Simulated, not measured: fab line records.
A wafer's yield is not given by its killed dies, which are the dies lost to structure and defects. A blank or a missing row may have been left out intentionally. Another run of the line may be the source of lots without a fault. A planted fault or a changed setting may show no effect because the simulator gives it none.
Split-lot study | flow n5 finfet | 7 lots, 21 wafers read, on a route of 1938 steps

== ON THE SPLIT ==
At N5_FIN_SAQP_PECVD_06 (deposits a-Si from SiH4/He, target thk 60 nm, time 48.1 s), the setting time s was moved away from the recipe's 48.1 s on 8 of the 21 wafers read, by -14.7% to +13.8%. For the rest of the wafers, this setting stayed at what the recipe calls for.

== FROM THE SPLIT TO THE READING: what the file shows between them, 6 steps ==
- N5_FIN_SAQP_THK_MEAS_07
- N5_FIN_SAQP_PEB_14: peb time 60 s (also split here: peb time s)
- N5_FIN_SAQP_DEVELOP_15: develop time 30 s
- N5_FIN_SAQP_CD_MEAS_16: target cd 35.6 nm
- N5_FIN_SAQP_HM_OPEN_73: chemistry CHF3/O2, target SiO2, stops on a-Si, target depth 12 nm, time 16.8 s
- N5_FIN_SAQP_STRIP_74: strips in CHF3/O2

== THE READING ==
oes product au, in a.u., at N5_FIN_SAQP_MANDREL_ETCH_22 (etches a-Si in HBr/Cl2, stops on SiNx, target depth 60 nm, bt time 10 s, time 30 s). On this fab line, fault-free wafers typically give 0.763 a.u. with a standard deviation of 0.013 a.u.

wafer  | tool, chamber at the split | time s as run, s | against the recipe | oes product au, a.u. | against lot-mates on the recipe
L075.2 | pecvd-04, 2                | 48.1             | recipe             | 0.767                | -
L075.3 | pecvd-04, 0                | 48.1             | recipe             | 0.771                | -
L075.6 | pecvd-04, 0                | 48.1             | recipe             | 0.776                | -
L079.3 | pecvd-02, 1                | 48.1             | recipe             | 0.755                | -
L079.4 | pecvd-02, 0                | 43.26            | -10.1%             | 0.718                | -0.037
L079.6 | pecvd-02, 1                | 48.1             | recipe             | 0.755                | -
L081.1 | pecvd-04, 0                | 48.1             | recipe             | 0.759                | -
L081.2 | pecvd-04, 1                | 48.1             | recipe             | 0.758                | -
L081.4 | pecvd-04, 0                | 48.1             | recipe             | 0.732                | -
L088.1 | pecvd-01, 1                | 48.1             | recipe             | 0.750                | -
L088.2 | pecvd-01, 0                | 41.05            | -14.7%             | 0.674                | -0.076
L088.4 | pecvd-01, 1                | 41.05            | -14.7%             | 0.699                | -0.051
L091.2 | pecvd-01, 0                | 54.76            | +13.8%             | 0.809                | +0.049
L091.4 | pecvd-01, 2                | 54.76            | +13.8%             | 0.823                | +0.063
L091.6 | pecvd-01, 0                | 48.1             | recipe             | 0.760                | -
L095.1 | pecvd-02, 2                | 48.1             | recipe             | 0.774                | -
L095.3 | pecvd-02, 1                | 44.13            | -8.3%              | 0.733                | -0.041
L095.4 | pecvd-02, 1                | 44.13            | -8.3%              | 0.718                | -0.056
L096.4 | pecvd-01, 1                | 48.1             | recipe             | 0.774                | -
L096.5 | pecvd-01, 2                | 51.76            | +7.6%              | 0.808                | +0.032
L096.6 | pecvd-01, 0                | 48.1             | recipe             | 0.779                | -

FIT RESULTS
A straight line over all 21 wafers: oes product au changes by +0.00459 a.u. for each +1% of time s; r = +0.94; the points scatter about the line by 0.013 a.u.
The same after taking each lot's own level away (the mean of its wafers on the recipe; 21 wafers): +0.00433 a.u. for each +1%; r = +0.97; scatter 0.0086 a.u.
On that fit, the largest move of time s shifts the reading by 0.063 a.u.
The span of the lots' own levels, 0.7497 to 0.7765 a.u., comes to 2.1 times the standard deviation stated above.
The two slopes are in agreement: the lot-to-lot level therefore moves the slope only a little.
Check: for one of the wafers moved furthest among these (-14.7%), held out of the fit, the line's prediction against its lot-mates is -0.0616 a.u. It came out at -0.076 a.u. against them.

== ADDITIONAL SPLITS CARRIED BY THESE WAFERS ==
Other splits were also applied to these wafers ahead of the reading. Each is held against what the fit with the lots' levels taken away leaves over:
other split on the same wafers         | wafers away from the commonest value | r with oes product au (lot level and that fit taken away)
N5_WELL_APT_COAT_02 spin rpm           | 8                                    | -0.02
N5_PMOS_HMC_CHANNEL_EPI_ETCH_32 bias w | 7                                    | -0.09
N5_FIN_SAQP_PEB_14 peb time s          | 8                                    | +0.14

== THE WHOLE CHAIN: every reading that the file lists as answering this split, in the file's order ==
step                        | what it does                                                                       | reading                                                                           | change (the file's fit)                   | r (the file's)
N5_FIN_SAQP_PECVD_06        | deposits a-Si from SiH4/He, target thk 60 nm, time 48.1 s                          | a-Si_of_FIN_SAQP_PECVD_06.thk nm (the simulator's own value, which no gauge read) | +0.599 nm for each +1% of the setting     | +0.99
N5_FIN_SAQP_THK_MEAS_07     |                                                                                    | thk nm                                                                            | withheld for each +1% of the setting      | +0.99
N5_FIN_SAQP_MANDREL_ETCH_22 | etches a-Si in HBr/Cl2, stops on SiNx, target depth 60 nm, bt time 10 s, time 30 s | oes product au                                                                    | +0.00431 a.u. for each +1% of the setting | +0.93
N5_FIN_SAQP_MANDREL_ETCH_22 | etches a-Si in HBr/Cl2, stops on SiNx, target depth 60 nm, bt time 10 s, time 30 s | etch.depth nm (the simulator's own value, which no gauge read)                    | +0.6 nm for each +1% of the setting       | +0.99

== THE FILE'S OWN FIT ==
oes product au changes by +0.00431 a.u. for each +1% of time s, r = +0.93.
